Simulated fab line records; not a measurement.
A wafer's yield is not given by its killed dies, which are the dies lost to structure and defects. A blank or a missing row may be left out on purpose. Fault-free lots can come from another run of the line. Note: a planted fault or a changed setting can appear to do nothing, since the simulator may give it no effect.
A lot that was struck, set against a sound lot :: flow nand_harc :: 37 out of 1159 route steps
Sound: these wafers, L881.1, L881.3, L881.4. The struck wafers were L891.1, L891.3, L891.4. At the end, the cause is stated.
Each step with rows lists, per side, the tool, then ch with its chambers, then its first start. Under that, the readings that differ: sound wafers :: struck wafers :: difference of the means :: sigmas: that difference in standard deviations of wafers without a fault.
alike: readings whose means differ by less than 2 such deviations, and words and numbers that are the same on both sides. not compared: withheld readings, readings that some wafer has no value for, bounds like >300 that may hide the same value, and numbers for which the record gives no deviation and whose values overlap.
The two part at a step that has a row with sigmas, a row that says differs or no value, or rows on one side only. When numbers do not overlap yet have no deviation, they are printed without sigmas and do not part them. A reading that every wafer of one side lacks parts them only if that side has two wafers or more.

first, 8 steps without rows for these wafers: NHARC_A_WL_FILL_CVD_03 (deposits W, target thk 40 nm, time 3302 s); NHARC_A_WL_FILL_ETCHBACK_04 (etches the open film in NF3, target depth 60 nm, time 120 s); NHARC_A_WL_FILL_ETCHBACK_05 (etches the open film in Cl2/BCl3, target depth 22 nm, time 60 s); NHARC_A_WL_FILL_STRIP_27 (strips in N2/H2, time 20 s); NHARC_A_WL_FILL_STRIP_28 (strips in post etch residue remover, time 1200 s); NHARC_A_WL_FILL_PRECLEAN_06 (cleans in DIW, time 300 s); NHARC_A_WL_FILL_SRD_07; NHARC_A_WL_FILL_ANNEAL_08 (time 1800 s).
NHARC_A_WL_FILL_ALD_10: deposits SiO2, target thk 50 nm, pulse time 10 s, ald cycles 500.
  sound on ald_hk-02 ch 1,2,3, day 15 18:24; struck on ald_hk-02 ch 0,1,2, day 19 06:02
reading: since_wet_clean_h (h)
sound: 61 60 61
struck: 144 145 144
difference: +84
sigmas: 
  alike: heater_power_w, precursor_pulse_height_rel
then, 2 steps without rows for these wafers: NHARC_A_WL_FILL_ETCHBACK_16 (etches the open film in C4F8/O2/Ar, target depth 88 nm, time 17.6 s); NHARC_A_WL_FILL_STRIP_29 (strips in O2, time 20 s).
NHARC_A_WL_FILL_ETCHBACK_17: etches the open film in Cl2/BCl3, target depth 4 nm, time 26.7 s.
  sound on rie_metal-02 ch 0,1, day 15 23:15; struck on rie_metal-03 ch 0,1, day 19 10:55
  alike: chamber_pressure_mTorr, drypump_motor_current_A, oes_product_au
  not compared: rf_hours_counter_h
then, 3 steps without rows for these wafers: NHARC_A_WL_FILL_PRECLEAN_18 (cleans in dHF, time 30 s); NHARC_A_WL_FILL_SRD_21; NHARC_A_WL_FILL_CVD_23 (deposits poly-Si, target thk 40 nm, time 800 s).
NHARC_A_WL_FILL_ETCHBACK_26: etches the open film in HBr, target depth 52 nm, time 13.3 s.
  sound on rie_si-03 ch 0,2,3, day 16 02:11; struck on rie_si-02 ch 0,1,3, day 19 15:26
reading: oes_product_au (a.u.)
sound: 0.997 1.008 1.013
struck: 0.995 0.988 0.986
difference: -0.016
sigmas: -2

reading: rf_hours_counter_h (h)
sound: 0.1 0.1 0.1
struck: 0.5 0.5 0.5
difference: +0.4
sigmas: 
  alike: chamber_pressure_mTorr, drypump_motor_current_A, hbr_flow_sccm, throttle_valve_pct
then, 3 steps without rows for these wafers: NHARC_A_WL_FILL_PRECLEAN_30 (cleans in dHF, time 10 s); NHARC_A_WL_FILL_SRD_14; NHARC_A_WL_FILL_ALD_19 (deposits TiN, target thk 2 nm, pulse time 3 s, ald cycles 100).
NHARC_A_WL_FILL_CVD_20: deposits W, target thk 75 nm, time 5064 s.
  sound: cvd_w-01 ch 0,1; struck: cvd_w-02 ch 0,1
  alike: heater_power_w, mfc_h2_sccm, mfc_wf6_sccm, throttle_valve_pct
  not compared: since_wet_clean_h
NHARC_A_WL_FILL_CMP_12: polishes, t overpolish 30 s, target thk 75 nm.
  sound on cmp-02 ch 0,2,3, day 16 12:25; struck on cmp-02 ch 0,1,2, day 19 20:59
  alike: motor_current_A, overpolish_run_s, time_to_endpoint_s
then, 3 steps without rows for these wafers: NHARC_A_WL_FILL_SRD_31; NHARC_A_CONTACT_DEP_24 (deposits SiO2, target thk 500 nm); NHARC_A_CONTACT_DEP_28 (deposits aC, target thk 3600 nm).
NHARC_A_CONTACT_DEP_29: deposits SiON, target thk 70 nm.
  sound on pecvd-03 ch 1,2, day 16 17:09; struck on pecvd-01 ch 0,1, day 20 00:21
  alike: heater_power_w
  not compared: since_wet_clean_h
then, 10 steps without rows for these wafers: NHARC_A_CONTACT_DEHYDRATE_32 (time 120 s); NHARC_A_CONTACT_HMDS_33 (time 30 s); NHARC_A_CONTACT_COAT_34 (time 75 s); NHARC_A_CONTACT_COAT_35 (time 65 s); NHARC_A_CONTACT_COAT_36 (resist thk 90 nm); NHARC_A_CONTACT_SOFTBAKE_37 (time 55 s); NHARC_A_CONTACT_EBR_38; NHARC_A_CONTACT_EXPOSE_39 (exposes mask A CC 3); NHARC_A_CONTACT_PEB_40 (peb time 65 s); NHARC_A_CONTACT_DEVELOP_41 (develop time 35 s).
NHARC_A_CONTACT_CD_MEAS_42: target cd 200 nm.
  sound on cd_sem-01 ch 0, day 16 17:45; struck on cd_sem-01 ch 0, day 20 01:05
  alike: cd_nm
-- the record jumps here: 3 days lie between the struck wafers' starts before and after (it left off in module A_CONTACT and takes up again in module END, whose first step shown is number 1159 of the route) --
NHARC_END_SORT_01:
  the record has rows for the struck wafers here (prober-02 ch 0, day 22 20:14) and none for the sound ones

WHERE THEY PART
Last at NHARC_END_SORT_01 as far as this record goes, first at NHARC_A_WL_FILL_ETCHBACK_26.

WHY: whatever the simulator had introduced
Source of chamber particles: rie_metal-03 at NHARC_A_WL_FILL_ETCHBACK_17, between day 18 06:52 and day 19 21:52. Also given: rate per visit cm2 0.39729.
